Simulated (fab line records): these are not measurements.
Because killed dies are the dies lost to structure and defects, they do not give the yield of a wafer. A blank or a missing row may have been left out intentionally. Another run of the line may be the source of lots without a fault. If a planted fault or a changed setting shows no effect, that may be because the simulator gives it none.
Lot-split experiment + flow n5-finfet + 7 lots, 21 wafers read, on a route of 1938 steps

== ON THE SPLIT ==
At N5_BEOL_M5_EXPOSE_08 (exposes mask M5, target cd 28 nm), the setting dose-mj was moved away from the recipe's 35.75 on 8 of the 21 wafers read, by -4.4% to +7.2%. For the rest of the wafers, this setting stayed at what the recipe calls for.

== FROM THE SPLIT TO THE READING: what the file shows between them, 21 steps ==
- N5_BEOL_M5_PEB_09: peb time 60 s
- N5_BEOL_M5_DEVELOP_10: develop time 30 s
- N5_BEOL_M5_CD_MEAS_11: target cd 27.74 nm
- N5_BEOL_M5_DESCUM_16: chemistry O2, time 7 s
- N5_BEOL_M5_ETCH_72: etches underlayer in N2/H2, target depth 6.5 nm, time 5.2 s
- N5_BEOL_M5_ETCH_61: etches SiARC in CF4, target depth 15.6 nm, time 26 s
- N5_BEOL_M5_ETCH_62: etches SOC in N2/H2, target depth 75 nm, overetch 15 nm, time 112.5 s
- N5_BEOL_M5_STRIP_63: strips in N2/H2
- N5_BEOL_M5_HM_OPEN_17: chemistry Cl2/BCl3, target TiN, target depth 20 nm, overetch 6 nm
- N5_BEOL_M5_STRIP_19: strips in O2
- N5_BEOL_M5_CD_MEAS_18: pitch 56 nm, target cd 28 nm
- N5_BEOL_M5_COAT_65: time 60 s, resist thk 60 nm
- N5_BEOL_M5_COAT_66: time 60 s, resist thk 12 nm
- N5_BEOL_M5_DESCUM_33: chemistry O2, time 7 s
- N5_BEOL_M5_ETCH_75: etches underlayer in N2/H2, target depth 6.5 nm, time 5.2 s
- N5_BEOL_M5_ETCH_67: etches SiARC in CF4, target depth 15.6 nm, time 26 s
- N5_BEOL_M5_TRENCH_ETCH_37: etches SiCOH lowk in C4F6/O2, target depth 71.652 nm, time 24.7 s (also split here: bias-w)
- N5_BEOL_M5_ETCH_41: etches SiCN in CH3F/O2, target depth 31.5 nm, time 56.7 s
- N5_BEOL_M5_STRIP_91: strips in N2/H2, time 10 s
- N5_BEOL_M5_PRECLEAN_42: cleans in residue remover, time 60 s
- N5_BEOL_M5_SRD_43: time 30 s

== THE READING ==
cd-nm, in nm, at N5_BEOL_M5_CD_MEAS_35 (target cd 28 nm, target cd y 24 nm). A value of 27.8 nm with a standard deviation of 0.34 nm is what fault-free wafers of this fab line usually give.

| wafer  | tool, chamber at the split | dose-mj as run | against the recipe | cd-nm, nm | against lot-mates on the recipe |
|--------|----------------------------|----------------|--------------------|-----------|---------------------------------|
| L074.1 | euv-scanner-01, 0          | 35.75          | recipe             | 27.6      | -                               |
| L074.5 | euv-scanner-01, 0          | 35.75          | recipe             | 28.2      | -                               |
| L074.6 | euv-scanner-01, 0          | 35.75          | recipe             | 27.8      | -                               |
| L083.3 | euv-scanner-02, 0          | 35.75          | recipe             | 27.1      | -                               |
| L083.4 | euv-scanner-02, 0          | 35.75          | recipe             | 28.0      | -                               |
| L083.5 | euv-scanner-02, 0          | 35.75          | recipe             | 27.5      | -                               |
| L090.2 | euv-scanner-01, 0          | 35.75          | recipe             | 27.6      | -                               |
| L090.3 | euv-scanner-01, 0          | 34.23          | -4.3%              | 26.2      | -1.4                            |
| L090.6 | euv-scanner-01, 0          | 35.75          | recipe             | 27.5      | -                               |
| L094.1 | euv-scanner-02, 0          | 35.75          | recipe             | 27.8      | -                               |
| L094.3 | euv-scanner-02, 0          | 36.64          | +2.5%              | 28.2      | +0.4                            |
| L094.4 | euv-scanner-02, 0          | 36.64          | +2.5%              | 27.9      | +0.1                            |
| L095.1 | euv-scanner-02, 0          | 35.75          | recipe             | 28.2      | -                               |
| L095.3 | euv-scanner-02, 0          | 38.33          | +7.2%              | 29.2      | +1.0                            |
| L095.5 | euv-scanner-02, 0          | 38.33          | +7.2%              | 29.5      | +1.3                            |
| L096.1 | euv-scanner-01, 0          | 35.75          | recipe             | 28.2      | -                               |
| L096.2 | euv-scanner-01, 0          | 35.75          | recipe             | 28.1      | -                               |
| L096.6 | euv-scanner-01, 0          | 34.17          | -4.4%              | 27.1      | -1.0                            |
| L097.1 | euv-scanner-01, 0          | 34.35          | -3.9%              | 26.5      | -1.0                            |
| L097.3 | euv-scanner-01, 0          | 35.75          | recipe             | 27.5      | -                               |
| L097.5 | euv-scanner-01, 0          | 34.35          | -3.9%              | 26.7      | -0.8                            |

FIT RESULTS
A straight line over all 21 wafers: cd-nm changes by +0.234 nm for each +1% of dose-mj; r = +0.90; the points scatter about the line by 0.34 nm.
The same after taking each lot's own level away (the mean of its wafers on the recipe; 21 wafers): +0.192 nm for each +1%; r = +0.93; scatter 0.24 nm.
Per that fit: largest dose-mj move, reading shift of 1.4 nm.
The span of the lots' own levels, 27.50 to 28.20 nm, comes to 2.1 times the standard deviation stated above.
In other words, the slope is changed by the lot-to-lot level; the two fits disagree.
Check: +1.43 nm against its lot-mates is what the line predicts for one of the wafers moved furthest among these (+7.2%) when that wafer is left out of the fit. Against them it came out at +1 nm.

== THESE WAFERS: OTHER SPLITS ==
Other splits were also applied to these wafers ahead of the reading. Each is held against what the fit with the lots' levels taken away leaves over:
| other split on the same wafers   | wafers away from the commonest value | r with cd-nm (lot level and that fit taken away) |
|----------------------------------|--------------------------------------|--------------------------------------------------|
| N5_BEOL_M5_TRENCH_ETCH_37 bias-w | 6                                    | +0.20                                            |

== THE WHOLE CHAIN: every reading that the file lists as answering this split, in the file's order ==
| step                  | what it does                                                | reading                                                        | change (the file's fit)               | r (the file's) |
|-----------------------|-------------------------------------------------------------|----------------------------------------------------------------|---------------------------------------|----------------|
| N5_BEOL_M5_CD_MEAS_11 | target cd 27.74 nm                                          | cd-nm                                                          | +0.243 nm for each +1% of the setting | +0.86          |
| N5_BEOL_M5_DESCUM_16  | chemistry O2, time 7 s                                      | BEOL_M5.cd-nm (the simulator's own value, which no gauge read) | +0.233 nm for each +1% of the setting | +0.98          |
| N5_BEOL_M5_ETCH_61    | etches SiARC in CF4, target depth 15.6 nm, time 26 s        | BEOL_M5.cd-nm (the simulator's own value, which no gauge read) | +0.248 nm for each +1% of the setting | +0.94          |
| N5_BEOL_M5_CD_MEAS_18 | pitch 56 nm, target cd 28 nm                                | cd-nm                                                          | +0.203 nm for each +1% of the setting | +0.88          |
| N5_BEOL_M5_ETCH_75    | etches underlayer in N2/H2, target depth 6.5 nm, time 5.2 s | BEOL_M5.cd-nm (the simulator's own value, which no gauge read) | +0.207 nm for each +1% of the setting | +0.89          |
| N5_BEOL_M5_ETCH_67    | etches SiARC in CF4, target depth 15.6 nm, time 26 s        | BEOL_M5.cd-nm (the simulator's own value, which no gauge read) | +0.216 nm for each +1% of the setting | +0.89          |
| N5_BEOL_M5_CD_MEAS_35 | target cd 28 nm, target cd y 24 nm                          | cd-nm                                                          | +0.206 nm for each +1% of the setting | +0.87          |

== FILE'S OWN FIT ==
cd-nm changes by +0.206 nm for each +1% of dose-mj, r = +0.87.
